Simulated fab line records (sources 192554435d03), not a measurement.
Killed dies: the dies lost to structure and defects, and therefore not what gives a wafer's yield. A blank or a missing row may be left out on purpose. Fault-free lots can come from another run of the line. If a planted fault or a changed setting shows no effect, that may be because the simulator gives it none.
Chamber matching :: flow n5 finfet :: 4 sister chambers for N5_BEOL_M9_STRIP_36 on rie diel-01
The step strips in N2/H2. 4 wafers are shown with their chamber, then 9 later ones without.

== WAFERS WITH THEIR CHAMBER ==
wafer: L091.1
chamber: 1
showerhead plenum p Torr (Torr): 2.55

wafer: L093.2
chamber: 2
showerhead plenum p Torr (Torr): 2.52

wafer: L093.4
chamber: 0
showerhead plenum p Torr (Torr): 2.57

wafer: L093.5
chamber: 3
showerhead plenum p Torr (Torr): 2.41

== WAFERS MISSING THEIR CHAMBER ==
wafer: L096.1
showerhead plenum p Torr (Torr): 2.41

wafer: L096.2
showerhead plenum p Torr (Torr): 2.57

wafer: L096.3
showerhead plenum p Torr (Torr): 2.55

wafer: L096.4
showerhead plenum p Torr (Torr): 2.51

wafer: L096.5
showerhead plenum p Torr (Torr): 2.55

wafer: L096.6
showerhead plenum p Torr (Torr): 2.57

wafer: L097.1
showerhead plenum p Torr (Torr): 2.55

wafer: L097.3
showerhead plenum p Torr (Torr): 2.41

wafer: L097.5
showerhead plenum p Torr (Torr): 2.55

== EACH ONE'S CHAMBER ==
wafer: L096.1
from the rows above: 3
in truth: 3

wafer: L096.2
from the rows above: 0
in truth: 0

wafer: L096.3
from the rows above: 1
in truth: 1

wafer: L096.4
from the rows above: 2
in truth: 2

wafer: L096.5
from the rows above: 1
in truth: 1

wafer: L096.6
from the rows above: 0
in truth: 0

wafer: L097.1
from the rows above: 1
in truth: 1

wafer: L097.3
from the rows above: 3
in truth: 3

wafer: L097.5
from the rows above: 1
in truth: 1
Placed correctly: 9 of 9. Can't be placed from these rows: 0. 0 placed wrongly.
How it was worked out, from the rows above alone: a wafer's distance from a chamber is the root of the sum, over the readings, of the square of ((its reading less the chamber's mean) divided by the reading's scatter). If the next closest chamber is less than 2 further off than the closest, the wafer can't be placed; otherwise it belongs to the closest. Each chamber's mean is taken over the wafers shown for it. The scatter (one wafer shown for each chamber): square how far every hidden wafer sits from the nearest shown wafer, average those squares and take the square root.
